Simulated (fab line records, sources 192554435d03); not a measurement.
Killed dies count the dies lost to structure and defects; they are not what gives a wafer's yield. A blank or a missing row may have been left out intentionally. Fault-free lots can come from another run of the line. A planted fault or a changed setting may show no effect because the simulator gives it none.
A lot that was struck, set against a sound lot / flow n5 finfet / 38 out of 1938 route steps
Sound: the wafers L134.1, L134.2, L134.6. Struck: wafer L146.4; the same lot's L146.2 was not struck, so it is left out; see the end for the cause.
At each step with rows: each side's tool, then ch and its chambers, then its first start. Under that, the readings that differ: sound wafers / struck wafers / difference of the means / sigmas: that difference in standard deviations of wafers without a fault.
alike: a reading whose means differ by less than 2 such deviations, as well as words and numbers matching on both sides. not compared: withheld readings; readings where some wafer has no value; bounds like >300 that might hide an equal value; numbers whose values overlap and for which the record gives no deviation.
A row with sigmas, a row that says differs or no value, or rows on one side alone: a step with any of these is where the two part. Non-overlapping numbers with no deviation appear without sigmas and do not part them. Lack of a reading on every wafer of one side parts them only where that side has two or more wafers.

first, 9 steps without rows for these wafers: N5_BEOL_M4_ANNEAL_95 (time 240 s); N5_BEOL_M4_SPUTTER_96 (material Cu, target thk 4.5 nm, time 8.29 s); N5_BEOL_M4_ECD_50 (material Cu, target thk 300 nm); N5_BEOL_M4_ANNEAL_51 (time 90 s); N5_BEOL_M4_CMP_52 (polishes, stops on SiOC, t overpolish 6.8 s, target thk 40 nm); N5_BEOL_M4_PRE_CLEAN_60 (time 15 s); N5_BEOL_M4_CO_CAP_55 (material Co, precursor CCTBA/H2, target thk 2 nm, time 102.1 s); N5_BEOL_M4_PRE_CLEAN_56 (time 15 s); N5_BEOL_M4_DEP_57 (deposits SiCN from 3MS/NH3, target thk 8 nm, time 14 s).
N5_BEOL_M4_RC_MEAS_101:
  sound on prober-02 ch 0, day 7 17:55; struck on prober-02 ch 0, day 11 09:32
reading=DIBL_N (mV/V); sound=38.9 37.2 36.5; struck=34.1; difference=-3.4; sigmas=-2
reading=SS_N (mV/dec); sound=72.2 71.7 72.1; struck=70.8; difference=-1.2; sigmas=-2
  alike: DIBL_P, IOFF_N, IOFF_P, ION_N, ION_P, SS_P, VT_N, VT_P
then, 24 steps without rows for these wafers: N5_BEOL_M5_ILD_DEP_00 (deposits SiCOH lowk from DEMS/porogen, target thk 140.64 nm, time 25.9 s); N5_BEOL_M5_CURE_79 (cures SiCOH lowk, time 240 s); N5_BEOL_M5_PECVD_70 (deposits SiO2 from TEOS/O2, target thk 16 nm, time 18 s); N5_BEOL_M5_HM_DEP_02 (deposits TiN, target thk 20 nm); N5_BEOL_M5_COAT_59 (time 60 s, resist thk 60 nm); N5_BEOL_M5_COAT_60 (time 60 s, resist thk 12 nm); N5_BEOL_M5_COAT_71 (time 60 s, resist thk 5 nm); N5_BEOL_M5_COAT_05 (resist thk 30 nm); N5_BEOL_M5_EBR_07; N5_BEOL_M5_SOFTBAKE_06 (time 60 s); N5_BEOL_M5_EXPOSE_08 (exposes mask M5, target cd 28 nm); N5_BEOL_M5_PEB_09 (peb time 60 s); N5_BEOL_M5_DEVELOP_10 (develop time 30 s); N5_BEOL_M5_DESCUM_16 (chemistry O2, time 7 s); N5_BEOL_M5_ETCH_72 (etches underlayer in N2/H2, target depth 6.5 nm, time 5.2 s); N5_BEOL_M5_ETCH_61 (etches SiARC in CF4, target depth 15.6 nm, time 26 s); N5_BEOL_M5_ETCH_62 (etches SOC in N2/H2, target depth 75 nm, overetch 15 nm, time 112.5 s); N5_BEOL_M5_STRIP_63 (strips in N2/H2); N5_BEOL_M5_STRIP_73 (strips in N2/H2); N5_BEOL_M5_STRIP_64 (strips in CF4); N5_BEOL_M5_HM_OPEN_17 (chemistry Cl2/BCl3, target TiN, target depth 20 nm, overetch 6 nm); N5_BEOL_M5_STRIP_19 (strips in O2); N5_BEOL_M5_COAT_65 (time 60 s, resist thk 60 nm); N5_BEOL_M5_COAT_66 (time 60 s, resist thk 12 nm).
N5_BEOL_M7_ILD_DEP_00: deposits SiCOH lowk from DEMS/porogen, target thk 179.75 nm, time 33.4 s.
  sound on pecvd-01 ch 0,1,2, day 8 15:46; struck on pecvd-01 ch 0, day 12 09:59
reading=model.SiCOH_lowk_of_BEOL_M7_ILD_DEP_00.thk nm (nm); sound=178.8 180 179.6; struck=284.4; difference=+104.9; sigmas=
  alike: heater power w, showerhead plenum p Torr, throttle valve pct
N5_BEOL_M7_THK_MEAS_01:
  sound on film metro-02 at day 8 16:22; struck on film metro-02 at day 12 10:34
reading=M7_ILD_THK (nm); sound=154.2 155.2 154.8; struck=246.8; difference=+92.1; sigmas=+48
N5_BEOL_M7_CMP_52: polishes, stops on SiCOH lowk, t overpolish 6.9 s, target thk 80 nm.
  sound on cmp-04 ch 0,1,2, day 8 23:33; struck on cmp-03 ch 0, day 12 17:19
reading=model.SiCOH_lowk_of_BEOL_M7_ILD_DEP_00.thk nm (nm); sound=151.2 152.2 151.8; struck=243.6; difference=+91.9; sigmas=
  alike: motor current A
-- the record jumps here: 3 days lie between the struck wafers' starts before and after (it left off in module BEOL_M7 and takes up again in module PASSIVATION, whose first step shown is number 1936 of the route) --
N5_PASSIVATION_PROBE_49:
  only the struck wafers here have rows in the record (prober-01, day 15 17:31); the sound ones have none

== WHERE THEY PART ==
Last at N5_PASSIVATION_PROBE_49 as far as this record goes, first at N5_BEOL_M4_RC_MEAS_101.

WHY: the cause the simulator had injected
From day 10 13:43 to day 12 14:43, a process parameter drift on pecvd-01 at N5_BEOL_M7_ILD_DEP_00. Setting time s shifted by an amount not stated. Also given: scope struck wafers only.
